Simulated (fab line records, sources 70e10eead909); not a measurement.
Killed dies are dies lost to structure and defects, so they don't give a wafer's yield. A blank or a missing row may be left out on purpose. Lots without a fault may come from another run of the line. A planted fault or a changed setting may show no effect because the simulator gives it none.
Which tool did it? | flow nand_harc | 13 lots, 39 wafers sampled, at 5 steps of a route of 1302

WHAT THE GAUGES READ, wafer by wafer
NHARC_A_ONON_D2_THK_MEAS_30: measures by ellipsometry.
lot  | measured     | on            | thk_nm (nm)
L940 | day 15 07:24 | film_metro-02 | 798 797 798
L939 | day 15 07:23 | film_metro-01 | 992 989 989
L941 | day 16 02:53 | film_metro-01 | 806 806 806
L948 | day 19 08:12 | film_metro-01 | 1010 1011 1012
L949 | day 19 13:43 | film_metro-02 | 1002 1001 1000
L951 | day 19 13:40 | film_metro-02 | 1002 1002 1001
L952 | day 20 03:09 | film_metro-01 | 1009 1010 1009
L950 | day 20 02:48 | film_metro-01 | 994 995 994
L953 | day 20 20:17 | film_metro-02 | 1015 1016 1016
L954 | day 21 09:11 | film_metro-01 | 986 984 985
L955 | day 22 03:52 | film_metro-02 | 987 991 988
L956 | day 22 07:37 | film_metro-02 | 992 991 992
L957 | day 22 15:22 | film_metro-01 | 1002 1002 1003

NHARC_A_CHANNEL_HOLE_D2_INSPECT_12.
lot  | measured     | on                | raw_defect_count
L939 | day 15 10:47 | defect_inspect-02 | 69 66 46
L948 | day 19 11:32 | defect_inspect-02 | 11 12 13
L949 | day 19 19:46 | defect_inspect-02 | 49 54 45
L951 | day 19 19:36 | defect_inspect-01 | 16 16 9
L952 | day 20 08:34 | defect_inspect-01 | 63 50 44
L950 | day 20 07:26 | defect_inspect-02 | 18 23 19
L953 | day 20 23:40 | defect_inspect-02 | 29 20 19
L954 | day 21 15:02 | defect_inspect-02 | 21 22 24
L955 | day 22 08:55 | defect_inspect-02 | 5 6 8
L956 | day 22 11:17 | defect_inspect-01 | 30 33 28
L957 | day 22 19:47 | defect_inspect-02 | 6 13 5

NHARC_END_SORT_01.
lot  | measured     | on        | killed_at_array | killed_at_other | killed_at_periphery | killed_dies | killed_open | killed_short
L940 | day 26 13:33 | prober-01 | 673 669 673     | 0 0 0           | 4 8 4               | 677 677 677 | 5 9 2       | 1 2 1
L941 | day 27 08:58 | prober-01 | 677 674 677     | 0 0 0           | 0 3 0               | 677 677 677 | 1 7 0       | 2 3 0
L950 | day 31 14:32 | prober-01 | 73 73           | 0 0             | 4 2                 | 77 75       | 5 6         | 3 2
L953 | day 32 09:23 | prober-01 | 72 56 51        | 0 0 0           | 4 2 4               | 76 58 55    | 4 0 2       | 1 1 3

WHICH TOOL RAN EACH LOT (tool, then ch and the chambers of the sampled wafers, then the start)
lot  | NHARC_A_DECK1_JOINT_ETCHBACK_07  | NHARC_A_ONON_D2_DEP_28
L940 | rie_si-05 ch 0,3, day 13 07:40   | pecvd_onon-01 ch 0, day 15 06:53
L939 | rie_si-04 ch 0,2,3, day 13 07:41 | pecvd_onon-04 ch 0, day 15 06:53
L941 | rie_si-04 ch 2,3, day 14 06:09   | pecvd_onon-01 ch 0, day 16 02:30
L948 | rie_si-05 ch 0,1,2, day 17 10:21 | pecvd_onon-04 ch 0, day 19 07:44
L949 | rie_si-04 ch 0,1,3, day 17 15:44 | pecvd_onon-04 ch 0, day 19 13:15
L951 | rie_si-04 ch 1,2,3, day 17 19:24 | pecvd_onon-03 ch 0, day 19 13:10
L952 | rie_si-05 ch 2,3, day 18 01:39   | pecvd_onon-04 ch 0, day 20 02:38
L950 | rie_si-04 ch 0,1,2, day 18 01:39 | pecvd_onon-04 ch 0, day 20 02:21
L953 | rie_si-04 ch 0,2,3, day 18 18:19 | pecvd_onon-03 ch 0, day 20 19:46
L954 | rie_si-05 ch 0,3, day 19 09:29   | pecvd_onon-03 ch 0, day 21 08:45
L955 | rie_si-05 ch 1,3, day 20 00:37   | pecvd_onon-03 ch 0, day 22 03:28
L956 | rie_si-01 ch 2,3, day 20 11:18   | pecvd_onon-01 ch 0, day 22 07:06
L957 | rie_si-05 ch 1,2,3, day 20 16:01 | pecvd_onon-01 ch 0, day 22 14:52
- NHARC_A_DECK1_JOINT_ETCHBACK_07: etches the open film in HBr, target depth 105 nm, time 26.9 s.
- NHARC_A_ONON_D2_DEP_28: target thk 1000 nm.

WHAT THE TOOLS THEMSELVES READ (means of the sampled wafers that have a number; where no wafer has one, the mark that the record gives instead)
NHARC_A_DECK1_JOINT_ETCHBACK_07.
lot  | tool      | chamber_pressure_mTorr (mTorr) | drypump_motor_current_A (A) | oes_product_au (a.u.) | throttle_valve_pct (%)
L940 | rie_si-05 | 14.996                         | 5.9                         | 0.998                 | 23.268
L939 | rie_si-04 | 14.991                         | 5.5                         | 1.004                 | 23.261
L941 | rie_si-04 | 14.997                         | 5.8                         | 0.990                 | 23.260
L948 | rie_si-05 | 15.005                         | 6.0                         | 0.999                 | 23.259
L949 | rie_si-04 | 15.005                         | 5.3                         | 0.997                 | 23.265
L951 | rie_si-04 | 14.992                         | 5.7                         | 1.001                 | 23.261
L952 | rie_si-05 | 14.991                         | 6.5                         | 1.005                 | 23.280
L950 | rie_si-04 | 15.000                         | 5.7                         | 1.001                 | 23.257
L953 | rie_si-04 | 14.983                         | 5.5                         | 0.996                 | 23.262
L954 | rie_si-05 | 14.990                         | 5.9                         | 0.993                 | 23.259
L955 | rie_si-05 | 14.989                         | 6.3                         | 1.001                 | 23.271
L956 | rie_si-01 | 15.002                         | 5.5                         | 0.999                 | 23.273
L957 | rie_si-05 | 15.007                         | 6.3                         | 0.995                 | 23.272

NHARC_A_ONON_D2_DEP_28.
lot  | tool          | n2o_flow_sccm (sccm)
L940 | pecvd_onon-01 | 2003
L939 | pecvd_onon-04 | 2003
L941 | pecvd_onon-01 | 1999
L948 | pecvd_onon-04 | 1986
L949 | pecvd_onon-04 | 2000
L951 | pecvd_onon-03 | 1995
L952 | pecvd_onon-04 | 1995
L950 | pecvd_onon-04 | 2001
L953 | pecvd_onon-03 | 1996
L954 | pecvd_onon-03 | 1994
L955 | pecvd_onon-03 | 2004
L956 | pecvd_onon-01 | 1997
L957 | pecvd_onon-01 | 1999

THE ANSWER, worked out from the rows above alone
Rule: what is usual is taken from the lots themselves. Put in order of their means at a reading, lots are off if they are a third of the lots or fewer, leave a main group of 4 or more, and stand apart from it by a gap of 3 or more times the standard deviation of the main group's means; of several such gaps the widest counts. A main group whose means are all the same, to the digits that the tables above print for the reading, isn't used. A lot without any number at a reading at which 4 lots or more have one is off too. The other lots that the step has rows for count as sound. The gauges are gone through in route order, then the tools' own readings, and for those a lot's mean is taken as printed above. The first step at which some lot is off is used, and at that step the reading that is off furthest; a lot without a number counts as furthest.
Off: L940, L941, at NHARC_A_ONON_D2_THK_MEAS_30 (thk_nm). The main group: mean 999 nm, standard deviation 9.6.
A tool fits if, at a process step before that reading, it ran every lot that is off, and no sound lot after the first of them. The gauges at NHARC_A_ONON_D2_THK_MEAS_30 are tried like those tools. None of those tried fits.

WHAT THE SIMULATOR HAD PUT IN
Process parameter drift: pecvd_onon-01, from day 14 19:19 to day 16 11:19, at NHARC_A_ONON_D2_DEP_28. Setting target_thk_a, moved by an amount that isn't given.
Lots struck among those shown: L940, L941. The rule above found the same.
